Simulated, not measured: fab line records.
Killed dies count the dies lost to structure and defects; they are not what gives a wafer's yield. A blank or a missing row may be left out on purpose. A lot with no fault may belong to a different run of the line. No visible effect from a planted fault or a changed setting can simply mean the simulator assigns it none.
Split-lot trial    flow n5Finfet    on a route of 1938 steps: 7 lots, 21 wafers read

== THE SPLIT ITSELF ==
At N5_BEOL_M0_CUTY_ETCH_63 (etches SOC in N2/H2, target depth 82.7 nm, overetch 16.5 nm, time 124 s), the setting sourceW was moved away from the recipe's 840 W on 6 of the 21 wafers read, by -5.4% to +11.1%. All remaining wafers had this setting at the recipe value.

The reading is taken at the split's own step.

== THE READING ==
rfVppV, in V, at N5_BEOL_M0_CUTY_ETCH_63 (etches SOC in N2/H2, target depth 82.7 nm, overetch 16.5 nm, time 124 s). A value of 524.4 V with a standard deviation of 2.9 V is what fault-free wafers of this fab line usually give.

wafer   tool, chamber at the split  sourceW as run, W  against the recipe  rfVppV, V  against lot-mates on the recipe
L081.3  rieDiel-05, 1               933.4              +11.1%              501.1      -24.0
L081.4  rieDiel-05, 0               933.4              +11.1%              507.4      -17.7
L081.6  rieDiel-05, 2               840                recipe              525.1      -
L083.2  rieDiel-02, 3               840                recipe              520.2      -
L083.4  rieDiel-02, 2               840                recipe              525.1      -
L083.6  rieDiel-02, 3               906.2              +7.9%               508.4      -14.3
L087.2  rieDiel-04, 0               840                recipe              528.4      -
L087.5  rieDiel-04, 3               840                recipe              525.7      -
L087.6  rieDiel-04, 0               840                recipe              527.1      -
L088.1  rieDiel-05, 0               840                recipe              526.3      -
L088.3  rieDiel-05, 2               840                recipe              526.8      -
L088.5  rieDiel-05, 3               840                recipe              525.7      -
L089.1  rieDiel-05, 3               907.6              +8.0%               514.8      -10.1
L089.2  rieDiel-05, 0               907.6              +8.0%               511.9      -13.0
L089.5  rieDiel-05, 0               840                recipe              524.9      -
L095.2  rieDiel-05, 1               840                recipe              528.0      -
L095.3  rieDiel-05, 0               840                recipe              525.9      -
L095.4  rieDiel-05, 2               840                recipe              525.2      -
L097.3  rieDiel-04, 2               840                recipe              523.0      -
L097.5  rieDiel-04, 2               840                recipe              523.4      -
L097.6  rieDiel-04, 3               794.5              -5.4%               535.7      +12.5

THE FIT
A straight line over all 21 wafers: rfVppV changes by -1.83 V for each +1% of sourceW; r = -0.96; the points scatter about the line by 2.4 V.
The same after taking each lot's own level away (the mean of its wafers on the recipe; 21 wafers): -1.8 V for each +1%; r = -0.97; scatter 1.9 V.
According to that fit, moving sourceW by its largest amount changes the reading by 20 V.
The span of the lots' own levels, 522.65 to 527.07 V, comes to 1.5 times the standard deviation stated above.
Hence the lot-to-lot level has little effect on the slope; both slopes agree.
Check: for one of the wafers moved furthest among these (+11.1%), held out of the fit, the line's prediction against its lot-mates is -18.1 V. Against them it came out at -24 V.
Tool readings at the split's step, against how far the setting was moved: rfVppV r = -0.96.

== THESE WAFERS: OTHER SPLITS ==
These wafers also went through other splits before the reading. Each is held against what the fit with the lots' levels taken away leaves over:
other split on the same wafers         wafers away from the commonest value  r with rfVppV (lot level and that fit taken away)
N5_MOL_CONTACT_COAG_ALD_133 aldCycles  9                                     -0.21
N5_BEOL_M0_CUTY_EXPOSE_54 doseMj       5                                     +0.05

== THE FILE'S OWN FIT ==
rfVppV changes by -1.8 V for each +1% of sourceW, r = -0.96.
